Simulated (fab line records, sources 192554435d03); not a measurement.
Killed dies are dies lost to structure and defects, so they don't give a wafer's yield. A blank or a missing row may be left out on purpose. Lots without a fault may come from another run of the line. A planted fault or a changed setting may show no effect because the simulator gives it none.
Split-lot experiment | flow n5_finfet | 7 lots, 39 wafers read, on a route of 1938 steps

THE SPLIT
At N5_MOL_CONTACT_COAG_ALD_27 (deposits SiOC, target thk 17 nm, pulse time 1.5 s, time 2720 s), the setting ald_cycles was moved away from the recipe's 340 on 15 of the 39 wafers read, by -54.7% to +42.1%. The other wafers ran this setting at the recipe's value.

The reading is taken at the split's own step.

THE READING
SiOC_of_MOL_CONTACT_COAG_ALD_27.thk_nm (the simulator's own value, which no gauge read), in nm, at N5_MOL_CONTACT_COAG_ALD_27 (deposits SiOC, target thk 17 nm, pulse time 1.5 s, time 2720 s). The file gives no usual value for it. The 24 wafers here that ran the recipe average 17.0 nm, standard deviation 0.12 nm.

wafer  | tool, chamber at the split | ald_cycles as run | against the recipe | SiOC_of_MOL_CONTACT_COAG_ALD_27.thk_nm, nm | against lot-mates on the recipe
L076.1 | ald_sin-02, 0,3,0          | 340               | recipe             | 16.8                                       | -
L076.4 | ald_sin-02, 0,3,0          | 340               | recipe             | 16.8                                       | -
L076.6 | ald_sin-02, 0,3,0          | 340               | recipe             | 16.8                                       | -
L076.2 | ald_sin-02, 1,2,1          | 483               | +42.1%             | 24                                         | +7.2
L076.3 | ald_sin-02, 1,2,1          | 483               | +42.1%             | 24                                         | +7.2
L076.5 | ald_sin-02, 1,2,1          | 483               | +42.1%             | 24                                         | +7.2
L078.1 | ald_sin-04, 1,3,0          | 340               | recipe             | 17                                         | -
L078.2 | ald_sin-04, 1,3,0          | 340               | recipe             | 17                                         | -
L078.4 | ald_sin-04, 1,3,0          | 340               | recipe             | 17                                         | -
L080.1 | ald_sin-04, 0,1            | 340               | recipe             | 17.2                                       | -
L080.6 | ald_sin-04, 0,1            | 340               | recipe             | 17.2                                       | -
L080.2 | ald_sin-04, 1,0            | 416               | +22.4%             | 20.8                                       | +3.7
L080.5 | ald_sin-04, 1,0            | 416               | +22.4%             | 20.8                                       | +3.7
L080.3 | ald_sin-04, 2              | 416               | +22.4%             | 20.6                                       | +3.5
L080.4 | ald_sin-04, 3              | 340               | recipe             | 17                                         | -
L083.1 | ald_sin-04, 2              | 458               | +34.7%             | 22.8                                       | +5.7
L083.2 | ald_sin-04, 3,1            | 340               | recipe             | 17                                         | -
L083.4 | ald_sin-04, 3,1            | 340               | recipe             | 17                                         | -
L083.3 | ald_sin-04, 0,1            | 458               | +34.7%             | 23                                         | +5.9
L083.6 | ald_sin-04, 0,1            | 458               | +34.7%             | 23                                         | +5.9
L083.5 | ald_sin-04, 0              | 340               | recipe             | 17.2                                       | -
L088.1 | ald_sin-04, 2              | 154               | -54.7%             | 7.6                                        | -9.4
L088.5 | ald_sin-04, 2              | 154               | -54.7%             | 7.6                                        | -9.4
L088.2 | ald_sin-04, 0              | 154               | -54.7%             | 7.8                                        | -9.2
L088.3 | ald_sin-04, 3,1,1          | 340               | recipe             | 17                                         | -
L088.4 | ald_sin-04, 3,1,1          | 340               | recipe             | 17                                         | -
L088.6 | ald_sin-04, 3,1,1          | 340               | recipe             | 17                                         | -
L089.1 | ald_sin-04, 0              | 340               | recipe             | 17.2                                       | -
L089.2 | ald_sin-04, 3,1            | 474               | +39.4%             | 23.8                                       | +6.8
L089.6 | ald_sin-04, 3,1            | 474               | +39.4%             | 23.8                                       | +6.8
L089.3 | ald_sin-04, 1              | 474               | +39.4%             | 23.6                                       | +6.6
L089.4 | ald_sin-04, 2              | 340               | recipe             | 17                                         | -
L089.5 | ald_sin-04, 2              | 340               | recipe             | 16.8                                       | -
L093.1 | ald_sin-04, 3,1,0,2,1      | 340               | recipe             | 17                                         | -
L093.2 | ald_sin-04, 3,1,0,2,1      | 340               | recipe             | 17                                         | -
L093.3 | ald_sin-04, 3,1,0,2,1      | 340               | recipe             | 17                                         | -
L093.4 | ald_sin-04, 3,1,0,2,1      | 340               | recipe             | 17                                         | -
L093.5 | ald_sin-04, 3,1,0,2,1      | 340               | recipe             | 17                                         | -
L093.6 | ald_sin-04, 0              | 340               | recipe             | 17.2                                       | -
Where a row lists several chambers, the file gives one row for several wafers and doesn't say which wafer went through which chamber.

THE FIT
A straight line over all 39 wafers: SiOC_of_MOL_CONTACT_COAG_ALD_27.thk_nm changes by +0.17 nm for each +1% of ald_cycles; r = +1.00; the points scatter about the line by 0.12 nm.
The same after taking each lot's own level away (the mean of its wafers on the recipe; 39 wafers): +0.17 nm for each +1%; r = +1.00; scatter 0.1 nm.
On that fit, the largest move of ald_cycles shifts the reading by 9.3 nm.
The lots' own levels span 16.80 to 17.13 nm, that is 2.7 times the standard deviation above.
So the lot-to-lot level changes the slope little: the two slopes agree.
Check: with one of the wafers moved furthest among these (-54.7%) left out of the fit, the line predicts -9.3 nm for it against its lot-mates. It came out at -9.4 nm against them.

OTHER SPLITS ON THESE WAFERS
These wafers also went through other splits before the reading. Each is held against what the fit with the lots' levels taken away leaves over:
other split on the same wafers | wafers away from the commonest value | r with SiOC_of_MOL_CONTACT_COAG_ALD_27.thk_nm (lot level and that fit taken away)
N5_FIN_SAQP_PECVD_48 time_s    | 15                                   | -0.09
N5_HKMG_FIN_ALD_91 ald_cycles  | 15                                   | +0.41

THE FILE'S OWN FIT
SiOC_of_MOL_CONTACT_COAG_ALD_27.thk_nm changes by +0.17 nm for each +1% of ald_cycles, r = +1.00.
